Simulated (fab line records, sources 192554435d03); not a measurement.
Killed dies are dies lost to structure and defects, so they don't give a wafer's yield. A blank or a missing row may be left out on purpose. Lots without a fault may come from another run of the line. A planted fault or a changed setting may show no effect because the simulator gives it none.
fab line records | flow n5_finfet
record lots=9 wafers=26 last_day=17
route steps=1938 shown SD_EPI_N@271 BEOL_M4@1111 PASSIVATION@1936
lots that met no fault: from a run of the same line without faults
start_h: hours from the record's first day to the start of the lot's first wafer shown | wait_h: hours since the lot's step before | " the same as in the row above | L1.1+2: a row that stands for several wafers | - no value, or no start given | * or withheld: withheld | < > ~ a bound
route shown NAME@n: a module of which the file shows steps, and the number in the route of the first | usual: mean/standard deviation of fault-free wafers | same: alike in all rows | chamber/n: place in a boat | sites: the reading at each site | _std_site: their standard deviation | _edge_site: outer sites' mean less inner sites' | radius_mm: how far each site lies from the wafer's centre | mask NAME#n: copy n | behind: the tool/chamber that last shaped the wafer | hold: why the lot was held/for how many hours/how that ended | device: the transistor (n, p or np) that didn't switch | end of line: the same wafers' tests at the end of the route | a step without rows: its recipe alone | killed: dies lost to structure and defects at the first sort, not the wafer's yield | map: a wafer's dies, x killed, . not, _ none there
set.NAME: the setting as run; set.NAME@STEP: as run at that earlier step | model.NAME: the simulator's own value behind a step, which no gauge read
steps of the route over a sample of lots; a table a step, a row a wafer
services: from which hour (start_h, from the record's first day; less than 0 if before it) a tool's chamber was out of use, for how many hours, and why
## steps
# step N5_SD_EPI_N_OVL_MEAS_10
# recipe points_per_wafer=44
# usual SD_N_BLK_OVL=-0.1/0.63
# columns lot.wafer tool chamber start_h wait_h SD_N_BLK_OVL[nm]
L767.2 overlay-01 0 47.83 0.0 -0.5
L767.5 " 0 " " -0.1
L768.3 overlay-02 0 54.77 0.0 -0.4
L768.5 " 0 " " 0.1
L768.6 " 0 " " 0.1
L769.2 overlay-01 0 61.53 0.0 0.0
L769.5 " 0 " " 0.6
L769.6 " 0 " " -0.4
L774.1 overlay-02 0 90.16 0.0 1.0
L774.4 " 0 " " 0.9
L774.6 " 0 " " 0.8
L778.1 overlay-01 0 120.68 0.0 -1.2
L778.2 " 0 " " -0.1
L778.6 " 0 " " -0.5
L779.2 overlay-02 0 124.49 0.0 -0.9
L779.3 " 0 " " -0.6
L779.6 " 0 " " -0.9
L786.1 overlay-01 0 164.29 0.0 0.3
L786.2 " 0 " " 0.7
L786.5 " 0 " " 0.8
L787.1 overlay-02 0 166.99 0.0 -0.5
L787.5 " 0 " " -1.7
L787.6 " 0 " " 0.0
L788.1 overlay-01 0 175.18 0.0 0.5
L788.3 " 0 " " -0.4
L788.4 " 0 " " 0.2
# step N5_SD_EPI_N_INSPECT_11
# recipe mode=adi inspect_instrument=macro
# usual raw_defect_count=2.0/1.5
# columns lot.wafer tool chamber start_h wait_h raw_defect_count
L767.2 defect_inspect-01 - 47.85 0.0 0
L767.5 " - " " 2
L768.3 defect_inspect-01 - 54.79 0.0 2
L768.5 " - " " 2
L768.6 " - " " 0
L769.2 defect_inspect-01 - 61.56 0.0 2
L769.5 " - " " 2
L769.6 " - " " 0
L774.1 defect_inspect-01 - 90.18 0.0 1
L774.4 " - " " 1
L774.6 " - " " 2
L778.1 defect_inspect-01 - 120.70 0.0 5
L778.2 " - " " 2
L778.6 " - " " 2
L779.2 defect_inspect-01 - 124.52 0.0 2
L779.3 " - " " 5
L779.6 " - " " 0
L786.1 defect_inspect-02 - 164.31 0.0 4
L786.2 " - " " 1
L786.5 " - " " 1
L787.1 defect_inspect-02 - 167.01 0.0 1
L787.5 " - " " 6
L787.6 " - " " 3
L788.1 defect_inspect-01 - 175.20 0.0 2
L788.3 " - " " 1
L788.4 " - " " 3
# step N5_SD_EPI_N_DESCUM_14
# recipe chemistry=O2 time_s=7.9 source_power_w=50 bias_power_w=20 pressure_mtorr=20 rf_frequency_hz=2.712e+07 temp_c=40 resist=CAR-ArF-block o2_flow_sccm=225
# usual drypump_motor_current_A=5.7/0.37 oes_product_au=0.75/0.062 rf_vpp_V=243.3/1.3 showerhead_plenum_p_Torr=2.11/0.062 throttle_valve_pct=20.47/0.28
# columns lot.wafer tool chamber start_h wait_h drypump_motor_current_A oes_product_au rf_hours_counter_h rf_vpp_V showerhead_plenum_p_Torr throttle_valve_pct
L767.2 rie_diel-05 3 47.89 0.0 6.5 0.69 204 240.6 2.00 20.49
L767.5 " 3 " " 6.5 0.69 - 240.8 2.00 20.52
L768.3 rie_diel-05 3 54.82 0.0 6.5 0.69 206 241.5 2.00 20.52
L768.5 " 1 " " 5.6 0.78 - 245.7 2.18 20.38
L768.6 " 0 " " 5.4 0.79 - 243.9 2.17 20.66
L769.2 rie_diel-03 3 61.59 0.0 5.7 0.85 76 241.4 2.00 19.77
L769.5 " 0 " " 5.9 0.78 - 244.7 2.19 20.18
L769.6 " 1 " " 5.7 0.92 - 244.8 2.12 20.12
L774.1 rie_diel-03 2 90.22 0.0 5.0 0.76 151 243.9 2.11 20.37
L774.4 " 0 " " 5.9 0.77 148 246.1 2.19 20.24
L774.6 " 0 " " 5.9 0.77 - 244.3 2.19 20.20
L778.1 rie_diel-03 0 120.74 0.0 5.9 0.75 155 244.9 2.18 20.21
L778.2 " 2 " " 5.0 0.76 156 242.8 2.11 20.36
L778.6 " 2 " " 5.0 0.77 - 242.7 2.11 20.37
L779.2 rie_diel-03 3 124.55 0.0 5.6 0.83 93 242.5 2.00 19.80
L779.3 " 0 " " 5.9 0.77 155 244.2 2.18 20.22
L779.6 " 2 " " 5.0 0.76 - 243.1 2.11 20.36
L786.1 rie_diel-01 0 164.41 0.1 5.9 0.94 9 241.4 2.06 20.32
L786.2 " 1 " " 5.8 0.70 198 242.2 2.08 20.16
L786.5 " 2 " " 5.7 0.69 - 242.8 2.06 20.88
L787.1 rie_diel-01 1 167.80 0.8 5.8 0.70 200 243.0 2.08 20.15
L787.5 " 1 " " 5.8 0.70 - 242.3 2.08 20.15
L787.6 " 2 " " 5.8 0.70 - 241.3 2.06 20.89
L788.1 rie_diel-03 0 175.51 0.3 5.9 0.74 176 244.6 2.18 20.25
L788.3 " 1 " " 5.7 0.85 58 243.6 2.11 20.17
L788.4 " 2 " " 5.0 0.75 177 243.8 2.10 20.40
# step N5_SD_EPI_N_ETCH_34
# recipe chemistry=CF4 target=SiARC target_depth_a=455 mask_material=CAR-ArF-block time_s=75.8 ion_energy_ev=80 pressure_mtorr=40 source_w=545 bias_w=36 Ar_flow_sccm=100 cf4_flow_sccm=100 ends=cleared
# usual bias_w=36.00/0.11 cf4_flow_sccm=100.0/0.34 drypump_motor_current_A=5.7/0.37 etch_rf_on_time_s=76.5/2.1 mfc_ar_sccm=100.02/0.28 oes_product_au=0.64/0.051 rf_vpp_V=184.2/1.1 showerhead_plenum_p_Torr=2.16/0.06 throttle_valve_pct=15.68/0.27
# columns lot.wafer tool chamber start_h wait_h bias_w cf4_flow_sccm drypump_motor_current_A etch_rf_on_time_s mfc_ar_sccm oes_product_au rf_hours_counter_h rf_vpp_V showerhead_plenum_p_Torr throttle_valve_pct
L767.2 rie_diel-05 3 47.92 0.0 35.91 99.9 6.4 76.5 99.61 0.60 204 182.1 2.05 15.76
L767.5 " 3 " " 36.04 100.4 6.5 76.6 100.37 0.59 - 183.1 2.05 15.75
L768.3 rie_diel-05 3 54.86 0.0 35.93 100.6 6.5 77.2 100.51 0.59 206 183.3 2.05 15.78
L768.5 " 1 " " 36.00 99.9 5.6 79.9 99.84 0.65 - 184.9 2.21 15.52
L768.6 " 0 " " 36.04 100.0 5.4 73.9 99.96 0.68 - 185.3 2.23 15.84
L769.2 rie_diel-03 3 61.63 0.0 36.16 99.9 5.6 73.0 100.27 0.72 76 184.4 2.08 15.15
L769.5 " 0 " " 35.90 100.2 5.9 78.3 99.94 0.65 - 184.6 2.25 15.47
L769.6 " 1 " " 35.94 100.3 5.7 76.1 99.94 0.77 - 185.7 2.17 15.30
L774.1 rie_diel-03 2 90.25 0.0 36.03 99.5 5.0 77.7 100.27 0.64 151 185.1 2.15 15.46
L774.4 " 0 " " 35.96 99.4 5.9 79.1 99.78 0.65 148 184.5 2.24 15.47
L774.6 " 0 " " 36.03 99.2 5.9 79.3 99.74 0.65 - 186.1 2.24 15.47
L778.1 rie_diel-03 0 120.77 0.0 - - - - - - - - - -
L778.2 " 2 " " - - - - - - - - - -
L778.6 " 2 " " - - - - - - - - - -
L779.2 rie_diel-03 3 124.59 0.0 - - - - - - - - - -
L779.3 " 0 " " - - - - - - - - - -
L779.6 " 2 " " - - - - - - - - - -
L786.1 rie_diel-01 0 164.44 0.0 36.17 99.9 5.9 76.9 99.67 0.80 9 183.4 2.11 15.38
L786.2 " 1 " " 35.91 99.7 5.7 77.8 99.53 0.60 198 184.7 2.13 15.37
L786.5 " 2 " " 35.94 100.1 5.7 74.1 99.40 0.60 - 183.3 2.10 16.07
L787.1 rie_diel-01 1 167.83 0.0 35.79 100.4 5.8 77.1 100.18 0.59 200 184.2 2.13 15.41
L787.5 " 1 " " 35.96 100.4 5.8 76.7 100.36 0.61 - 183.3 2.13 15.39
L787.6 " 2 " " 36.12 100.0 5.7 73.3 99.72 0.61 - 183.6 2.10 16.08
L788.1 rie_diel-03 0 175.55 0.0 35.88 100.1 5.9 78.0 99.61 0.63 176 185.2 2.23 15.53
L788.3 " 1 " " 36.14 99.5 5.7 75.2 99.88 0.73 58 183.3 2.16 15.37
L788.4 " 2 " " 36.31 99.8 5.0 76.8 99.58 0.63 177 183.2 2.14 15.51
# step N5_SD_EPI_N_ETCH_35
# recipe chemistry=N2/H2 target=SOC overetch_a=1080 mask_material=SiARC temp_c=40 ion_energy_ev=100 source_w=3000 bias_w=133 pressure_mtorr=20 time_s=486 n2_flow_sccm=200 h2_flow_sccm=200
# usual bias_w=133.0/0.36 chamber_pressure_mTorr=19.999/0.017 drypump_motor_current_A=5.7/0.37 oes_product_au=0.67/0.051 rf_vpp_V=240.9/1.4 showerhead_plenum_p_Torr=2.56/0.081 throttle_valve_pct=23.9/0.4
# columns lot.wafer tool chamber start_h wait_h bias_w chamber_pressure_mTorr drypump_motor_current_A oes_product_au rf_hours_counter_h rf_vpp_V showerhead_plenum_p_Torr throttle_valve_pct
L767.2 rie_diel-05 3 47.98 0.0 132.0 20.002 6.5 0.63 204 238.0 2.40 23.6
L767.5 " 3 " " 132.4 20.017 6.5 0.63 - 238.3 2.40 23.6
L768.3 rie_diel-05 3 54.92 0.0 133.4 19.992 6.5 0.63 206 238.0 2.40 23.6
L768.5 " 1 " " 133.2 19.986 5.7 0.71 - 242.5 2.62 23.5
L768.6 " 0 " " 132.4 19.997 5.4 0.71 - 242.4 2.65 24.4
L769.2 rie_diel-03 3 61.68 0.0 133.3 19.995 5.6 0.75 76 240.3 2.48 23.4
L769.5 " 0 " " 132.7 19.976 5.9 0.70 - 241.4 2.65 23.5
L769.6 " 1 " " 132.8 19.993 5.7 0.81 - 241.0 2.60 23.7
L774.1 rie_diel-03 2 90.31 0.0 133.1 20.008 5.0 0.69 151 241.0 2.55 23.7
L774.4 " 0 " " 132.6 19.993 5.9 0.69 149 241.8 2.65 23.5
L774.6 " 0 " " 133.0 20.021 5.9 0.70 - 243.6 2.65 23.5
L778.1 rie_diel-03 0 120.83 0.0 132.9 19.977 5.9 0.29 155 241.2 2.64 23.4
L778.2 " 2 " " 133.1 20.026 5.0 0.29 156 241.9 2.55 23.5
L778.6 " 2 " " 132.8 19.979 5.0 0.28 - 240.7 2.55 23.6
L779.2 rie_diel-03 3 124.64 0.0 133.5 19.975 5.7 0.31 93 239.5 2.47 23.2
L779.3 " 0 " " 132.9 20.009 5.9 0.29 155 241.7 2.64 23.3
L779.6 " 2 " " 132.5 19.989 5.0 0.28 - 241.3 2.55 23.6
L786.1 rie_diel-01 0 164.50 0.0 132.9 20.022 5.9 0.84 9 240.5 2.51 23.9
L786.2 " 1 " " 132.8 20.007 5.8 0.64 198 240.4 2.51 23.3
L786.5 " 2 " " 133.0 20.016 5.8 0.63 - 239.1 2.50 24.3
L787.1 rie_diel-01 1 167.89 0.0 132.8 20.007 5.8 0.63 200 239.6 2.51 23.3
L787.5 " 1 " " 133.8 20.006 5.8 0.64 - 241.0 2.51 23.3
L787.6 " 2 " " 132.9 19.990 5.7 0.63 - 240.3 2.50 24.3
L788.1 rie_diel-03 0 175.60 0.0 132.2 19.989 5.9 0.68 176 240.5 2.63 23.5
L788.3 " 1 " " 132.9 20.022 5.7 0.76 58 240.9 2.58 23.8
L788.4 " 2 " " 133.5 20.040 5.0 0.67 177 240.8 2.54 23.7
# step N5_BEOL_M4_RC_MEAS_101
# usual DIBL_N=36.9/1.6 DIBL_P=37.1/2 IOFF_N=0.17/0.032 IOFF_P=0.22/0.036 ION_N=674/12 ION_P=463/7.8 SS_N=71.7/0.63 SS_P=73.5/0.62 VT_N=249/3.3 VT_P=-250/3.5
# columns lot.wafer tool chamber start_h wait_h DIBL_N[mV/V] DIBL_P[mV/V] IOFF_N[nA/um] IOFF_P[nA/um] ION_N[uA/um] ION_P[uA/um] SS_N[mV/dec] SS_P[mV/dec] VT_N[mV] VT_P[mV]
L767.2 prober-01 0 179.83 0.2 36.2 35.7 0.16 0.21 685 463 72.0 73.2 248 -251
L767.5 " 0 " " 38.1 38.2 0.20 0.25 693 468 72.9 74.0 245 -246
L769.2 prober-01 0 185.03 0.2 37.0 37.2 0.15 0.19 652 448 70.9 74.1 251 -257
L769.5 " 0 " " 37.6 38.0 0.16 0.21 668 462 71.8 74.3 252 -253
L769.6 " 0 " " 38.1 38.1 0.16 0.20 663 453 71.5 73.8 252 -253
L768.3 prober-02 0 188.90 0.3 36.8 37.8 0.15 0.27 664 466 71.3 73.3 252 -245
L768.5 " 0 " " 36.7 36.2 0.15 0.24 649 462 71.9 73.0 251 -247
L768.6 " 0 " " 37.8 37.1 0.17 0.25 666 466 71.1 73.1 249 -244
L774.1 prober-01 0 220.95 0.0 38.6 38.0 0.19 0.27 674 464 72.3 73.7 248 -247
L774.4 " 0 " " 37.5 36.6 0.17 0.22 670 459 71.8 74.0 249 -250
L774.6 " 0 " " 37.1 36.7 0.18 0.23 677 463 72.2 73.6 248 -246
L786.1 prober-01 0 280.97 0.1 36.1 33.3 0.14 0.20 668 458 70.9 72.6 251 -249
L786.2 " 0 " " 41.5 40.4 0.26 0.34 700 481 71.9 74.8 243 -241
L786.5 " 0 " " 36.2 33.7 0.14 0.20 674 465 71.4 72.5 251 -247
L787.1 prober-02 0 298.40 0.0 38.9 36.3 0.19 0.25 672 465 73.1 74.1 250 -247
L787.5 " 0 " " 36.9 34.8 0.15 0.23 674 463 71.7 74.1 251 -249
L787.6 " 0 " " 35.1 33.3 0.13 0.20 666 462 71.1 73.0 253 -250
L788.1 prober-01 0 300.02 0.0 36.6 38.6 0.18 0.22 679 459 72.4 73.8 250 -249
L788.3 " 0 " " 37.0 40.2 0.19 0.25 675 459 72.4 74.0 248 -252
L788.4 " 0 " " 37.5 40.7 0.20 0.27 683 468 72.8 74.1 246 -247
# step N5_PASSIVATION_PROBE_49
# usual defect_limited_yield=90.9/1.6 killed_at_M0_to_M3=34/11 killed_at_M4_up=14/5.7 killed_at_contacts=13/6.5 killed_at_front_end=43/11 killed_at_other=4/3.1 killed_dies=107/19 killed_on_rim=14/3.9 killed_open=71/14 killed_short=35/7.9 sort_bin_5_function=5.3/1.1 sort_bin_6_memory=3.4/0.74 sort_n_pass=1073/19 sort_yield_pct=90.9/1.6
# same gross_dies=1180 killed_at_back_side=0 sort_bin_4_leakage[%]=0 sort_bin_8_speed[%]=0
# columns lot.wafer tool chamber start_h wait_h defect_limited_yield[%] killed_at_M0_to_M3 killed_at_M4_up killed_at_contacts killed_at_front_end killed_at_other killed_dies killed_on_rim killed_open killed_short sort_bin_5_function[%] sort_bin_6_memory[%] sort_n_pass sort_yield_pct[%]
L768.3 prober-02 - 292.12 0.1 90.1 38 17 9 51 2 117 12 71 45 6.2 3.4 1063 90.1
L768.5 prober-02 - 292.22 0.2 91.2 48 13 6 29 8 104 14 62 42 4.7 3.8 1076 91.2
L768.6 prober-02 - 292.27 0.3 92.2 37 11 6 36 2 92 12 67 24 4.7 3.0 1088 92.2
L779.2 prober-01 - 347.68 0.1 0 19 12 12 1135 2 1180 152 58 27 97.2 2.6 0 0
L779.3 prober-01 - 347.73 0.1 0 25 10 8 1126 11 1180 152 65 53 96.1 3.5 0 0
L779.6 prober-01 - 347.88 0.3 0 30 13 12 1117 8 1180 152 75 35 96.0 3.5 0 0
L778.1 prober-01 - 347.93 0.3 0 26 21 13 1118 2 1180 152 71 35 97.0 2.9 0 0
L778.2 prober-01 - 347.98 0.4 0 31 16 37 1096 0 1180 152 80 37 95.9 3.8 0 0
L778.6 prober-01 - 348.18 0.6 0 39 10 23 1106 2 1180 152 94 31 95.3 4.0 0 0
L786.1 prober-02 - 375.33 0.0 90.9 53 14 4 34 2 107 9 78 29 4.3 4.3 1073 90.9
L786.2 prober-02 - 375.38 0.1 90.3 52 14 10 38 1 115 19 70 40 6.6 2.5 1065 90.3
L786.5 prober-02 - 375.53 0.2 92.7 31 12 10 29 4 86 13 52 28 3.6 3.1 1094 92.7
L787.1 prober-01 - 392.62 0.0 91.9 41 11 8 35 1 96 10 59 37 4.7 3.3 1084 91.9
L787.5 prober-01 - 392.82 0.2 89.2 39 17 8 63 0 127 10 83 43 5.6 4.7 1053 89.2
# killed by level:class
L768.3 FIN_SAQP:geometric_particle:short=20 FIN_SAQP:geometric_particle:open=13 BEOL_M0_SAQP:geometric_particle:short=12 BEOL_M0_SAQP:geometric_particle:open=10 MOL_CONTACT_COAG:geometric_particle:open=7 DUMMY_GATE:geometric_particle:open=6 BEOL_M1:geometric_particle:open=6 STI_FIN_REVEAL:geometric_particle:open=5
L768.5 BEOL_M0_SAQP:geometric_particle:open=17 BEOL_M0_SAQP:geometric_particle:short=13 BEOL_M1:geometric_particle:open=9 MOL_CONTACT_COAG:geometric_particle:open=6 GATE_CUT:geometric_particle:short=5 BEOL_M4:geometric_particle:open=5 FIN_SAQP:geometric_particle:open=4 GATE_CUT:geometric_particle:open=4
L768.6 FIN_SAQP:geometric_particle:open=13 BEOL_M0_SAQP:geometric_particle:short=11 BEOL_M0_SAQP:geometric_particle:open=11 MOL_CONTACT_COAG:geometric_particle:open=5 BEOL_M2:geometric_particle:open=5 STARTING-WAFER:geometric_particle:open=5 FIN_SAQP:geometric_particle:short=4 BEOL_M1:geometric_particle:open=4
L779.2 SD_EPI_N:area_etch=1095 MOL_CONTACT_COAG:geometric_particle:open=10 FIN_SAQP:geometric_particle:short=6 STI_FIN_REVEAL:geometric_particle:open=6 BEOL_M2:geometric_particle:open=6 DUMMY_GATE:geometric_particle:open=5 BEOL_M4:geometric_particle:open=5 FIN_SAQP:geometric_particle:open=4
L779.3 SD_EPI_N:area_etch=1061 FIN_SAQP:geometric_particle:short=17 FIN_SAQP:geometric_particle:open=12 STI_FIN_REVEAL:geometric_particle:open=9 BEOL_M2:geometric_particle:open=9 ILD0:geometric_particle:open=5 GATE_CUT:geometric_particle:short=5 BEOL_M3:geometric_particle:short=5
L779.6 SD_EPI_N:area_etch=1069 STI_FIN_REVEAL:geometric_particle:open=14 MOL_CONTACT_COAG:geometric_particle:open=10 BEOL_M2:geometric_particle:open=8 FIN_SAQP:geometric_particle:short=6 DUMMY_GATE:geometric_particle:open=6 BEOL_M0_SAQP:geometric_particle:short=6 FIN_SAQP:geometric_particle:open=5
L778.1 SD_EPI_N:area_etch=1074 STI_FIN_REVEAL:geometric_particle:open=14 BEOL_M4:geometric_particle:open=12 MOL_CONTACT_COAG:geometric_particle:open=9 BEOL_M1:geometric_particle:open=9 BEOL_M2:geometric_particle:open=7 FIN_SAQP:geometric_particle:open=6 GATE_CUT:geometric_particle:short=6
L778.2 SD_EPI_N:area_etch=1062 MOL_CONTACT_COAG:geometric_particle:open=26 MOL_CONTACT_COAG:geometric_particle:short=11 BEOL_M0_SAQP:geometric_particle:open=11 FIN_SAQP:geometric_particle:open=6 GATE_CUT:geometric_particle:short=6 BEOL_M5:geometric_particle:open=6 FIN_SAQP:geometric_particle:short=5
L778.6 SD_EPI_N:area_etch=1055 STI_FIN_REVEAL:geometric_particle:open=20 MOL_CONTACT_COAG:geometric_particle:open=19 BEOL_M1:geometric_particle:open=15 FIN_SAQP:geometric_particle:open=7 BEOL_M0_SAQP:geometric_particle:open=7 FIN_SAQP:geometric_particle:short=6 BEOL_M0_SAQP:geometric_particle:short=6
L786.1 FIN_SAQP:geometric_particle:open=13 BEOL_M0_SAQP:geometric_particle:open=13 BEOL_M1:geometric_particle:open=12 BEOL_M0_SAQP:geometric_particle:short=8 BEOL_M3:geometric_particle:open=8 STI_FIN_REVEAL:geometric_particle:open=5 BEOL_M0:geometric_particle:open=4 DUMMY_GATE:geometric_particle:open=3
L786.2 BEOL_M3:geometric_particle:open=11 BEOL_M1:geometric_particle:open=10 MOL_CONTACT_COAG:geometric_particle:open=9 BEOL_M0_SAQP:geometric_particle:short=8 GATE_CUT:geometric_particle:short=7 BEOL_M0_SAQP:geometric_particle:open=6 BEOL_M4:geometric_particle:open=5 BEOL_M6:geometric_particle:open=5
L786.5 BEOL_M0_SAQP:geometric_particle:short=9 MOL_CONTACT_COAG:geometric_particle:open=8 BEOL_M0_SAQP:geometric_particle:open=7 STI_FIN_REVEAL:geometric_particle:open=5 HKMG_FIN:area_etch=5 DUMMY_GATE:geometric_particle:open=4 GATE_CUT:geometric_particle:short=4 BEOL_M1:geometric_particle:open=4
L787.1 BEOL_M0_SAQP:geometric_particle:open=9 BEOL_M0_SAQP:geometric_particle:short=8 FIN_SAQP:geometric_particle:open=7 MOL_CONTACT_COAG:geometric_particle:open=7 FIN_SAQP:geometric_particle:short=6 BEOL_M0:geometric_particle:short=5 BEOL_M4:geometric_particle:open=5 ILD0:geometric_particle:open=4
L787.5 FIN_SAQP:geometric_particle:open=18 FIN_SAQP:geometric_particle:short=16 ILD0:geometric_particle:open=9 BEOL_M2:geometric_particle:open=8 BEOL_M0:geometric_particle:open=7 BEOL_M4:geometric_particle:open=6 MOL_CONTACT_COAG:geometric_particle:open=6 BEOL_M0_SAQP:geometric_particle:short=6
## services
# columns tool chamber start_h hours kind
rie_diel-05 0 36.82 12.6 repair
rie_diel-01 - 64.71 1.3 repair
rie_diel-03 - 93.58 15.6 pm
rie_diel-01 0 120.89 - clean
rie_diel-01 0 120.89 - consumable_replace:focus_ring
rie_diel-01 0 120.89 14.7 scheduled_down
rie_diel-01 0 120.89 14.7 vent_cycle
rie_diel-03 - 128.92 2.1 repair
rie_diel-05 2 141.89 14.4 repair
rie_diel-05 0 157.23 1.9 repair
rie_diel-03 1 159.93 2.5 repair
rie_diel-05 - 161.75 14.6 pm
rie_diel-03 - 170.76 0.3 repair
rie_diel-01 2 175.18 - clean
rie_diel-01 2 175.18 - consumable_replace:focus_ring
rie_diel-01 2 175.18 38.4 scheduled_down
rie_diel-01 2 175.18 38.4 vent_cycle
## key
first_sign step=N5_SD_EPI_N_ETCH_34 reading=tool_record direction=missing
effect step=N5_SD_EPI_N_ETCH_35 reading=oes_product_au direction=down sigmas=7.6 usual=0.67 struck=0.29
effect step=N5_PASSIVATION_PROBE_49 reading=killed_at_front_end direction=up sigmas=96 usual=43 struck=1116
more_kills_born_at N5_SD_EPI_N_ETCH_34@rie_diel-03=6416
met_at N5_SD_EPI_N_ETCH_34
struck_lots L778,L779
later_rows_left_out L778.1,L778.2,L778.6,L779.2,L779.3,L779.6
not_acting_at N5_SD_EPI_N_OVL_MEAS_10,N5_SD_EPI_N_INSPECT_11,N5_SD_EPI_N_DESCUM_14
onset_between 90.25 120.77
fault kind=skipped_step_whole tool=rie_diel-03 chamber=- onset_h=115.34 steps=N5_SD_EPI_N_ETCH_34 scope=struck_lots_only
# later_rows_left_out: the simulator's readings of these wafers behind a module that went badly wrong aren't trusted and aren't shown, but for the sort
